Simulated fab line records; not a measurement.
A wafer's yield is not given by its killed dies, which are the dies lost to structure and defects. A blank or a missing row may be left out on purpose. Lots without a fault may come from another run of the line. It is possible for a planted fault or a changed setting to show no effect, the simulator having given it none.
A struck lot beside a sound one + flow nandHarc + 15 steps out of a route of 1302
Sound: the wafers L527.1, L527.3, L527.6. The struck wafers were L537.1, L537.3, L537.6. At the end, the cause is stated.
At each step with rows: each side's tool, then ch and its chambers, then its first start. Under that, the readings that differ: sound wafers + struck wafers + difference of the means + sigmas: that difference in standard deviations of wafers without a fault.
alike: readings with means less than 2 such deviations apart, plus words and numbers identical on both sides. not compared: withheld readings, readings lacking a value on some wafer, bounds such as >300 that could conceal the same value, and numbers that have no deviation in the record and whose values overlap.
Wherever a step has rows on one side only, a row that says differs or no value, or a row with sigmas, the two part there. Numbers that have no deviation but don't overlap get no sigmas and don't part them. Lack of a reading on every wafer of one side parts them only where that side has two or more wafers.

NHARC_A_CHANNEL_HOLE_D1_INSPECT_40:
  sound: defectInspect-01 at day 10 05:56; struck: defectInspect-02 at day 14 17:51
  alike: rawDefectCount
then, 3 steps without rows for these wafers: NHARC_A_CHANNEL_FILL_D1_PRECLEAN_00 (cleans in SC1); NHARC_A_CHANNEL_FILL_D1_SRD_01; NHARC_A_CHANNEL_FILL_D1_ALD_02 (deposits SiO2, target thk 6 nm, pulse time 10 s, ald cycles 60).
NHARC_A_CHANNEL_FILL_D1_ALD_03: deposits SiNx, target thk 6 nm, pulse time 60 s, ald cycles 58.
  sound on aldSinBatch-03 ch 0; struck on aldSinBatch-01 ch 0
  alike: precursorPulseHeightRel
NHARC_A_CHANNEL_FILL_D1_ALD_14: deposits SiO2, target thk 2.5 nm, pulse time 10 s, ald cycles 25.
  sound on aldHk-03 ch 1,2, day 10 13:07; struck on aldHk-01 ch 2,3, day 15 01:01
  alike: heaterPowerOuterW, heaterPowerW, precursorPulseHeightRel
then, 1 step without rows for these wafers: NHARC_A_CHANNEL_FILL_D1_ALD_15 (deposits SiNx, target thk 2 nm, pulse time 60 s, ald cycles 19).
NHARC_A_CHANNEL_FILL_D1_ALD_16: deposits SiO2, target thk 1.5 nm, pulse time 10 s, ald cycles 15.
  sound on aldHk-03 ch 2,3, day 10 18:20; struck on aldHk-01 ch 0,3, day 15 06:15
  alike: heaterPowerOuterW, heaterPowerW, precursorPulseHeightRel
then, 2 steps without rows for these wafers: NHARC_A_CHANNEL_FILL_D1_ANNEAL_17 (time 1800 s); NHARC_A_CHANNEL_FILL_D1_CVD_18 (deposits poly-Si, target thk 3 nm).
NHARC_A_CHANNEL_FILL_D1_ETCHBACK_19: etches the open film in HBr/Cl2, target depth 5 nm, time 1.7 s.
  sound on rieSi-04 ch 0,2,3, day 11 06:59; struck on rieSi-02 ch 1,2,3, day 15 17:58
  alike: drypumpMotorCurrentA, mfcCl2Sccm, oesProductAu, throttleValvePct
  not compared: rfHoursCounterH
NHARC_A_CHANNEL_FILL_D1_ETCHBACK_20: etches the open film in C4F8/O2/Ar, target depth 27 nm, time 13.5 s.
  sound on rieDiel-08 ch 0,2,3, day 11 07:07; struck on rieDiel-09 ch 0,1,2, day 15 18:06
| reading             | sound          | struck         | difference | sigmas |
|---------------------|----------------|----------------|------------|--------|
| oesProductAu (a.u.) | 1.01 1.00 1.00 | 0.94 0.93 0.92 | -0.07      | -2     |
  alike: rfVppV
  not compared: rfHoursCounterH
NHARC_A_CHANNEL_FILL_D1_STRIP_28: strips in O2, time 20 s.
  sound on rieDiel-08 ch 0,3, day 11 07:12; struck on rieDiel-09 ch 0,2,3, day 15 18:11
  no value came back on the struck wafers for any of 8 readings (biasW (W), chamberPressureMTorr (mTorr) and others); on the sound wafers biasW (W) reads 0 0 0
  not compared: rfHoursCounterH
then, 1 step without rows for these wafers: NHARC_A_CHANNEL_FILL_D1_PRECLEAN_21 (cleans in dHF, time 30 s).
-- record jumps: 14 days between struck wafers' starts before vs after; left off in module A_CHANNEL_FILL_D1, resumes in module END, first step shown is number 1302 of the route --
NHARC_END_SORT_01:
  here the record holds rows for the struck wafers (prober-01 ch 0, day 29 16:29) but none for the sound ones

== WHERE THEY PART ==
First at NHARC_A_CHANNEL_FILL_D1_ETCHBACK_20; last, within this record, at NHARC_END_SORT_01.

WHY: what the simulator had put in
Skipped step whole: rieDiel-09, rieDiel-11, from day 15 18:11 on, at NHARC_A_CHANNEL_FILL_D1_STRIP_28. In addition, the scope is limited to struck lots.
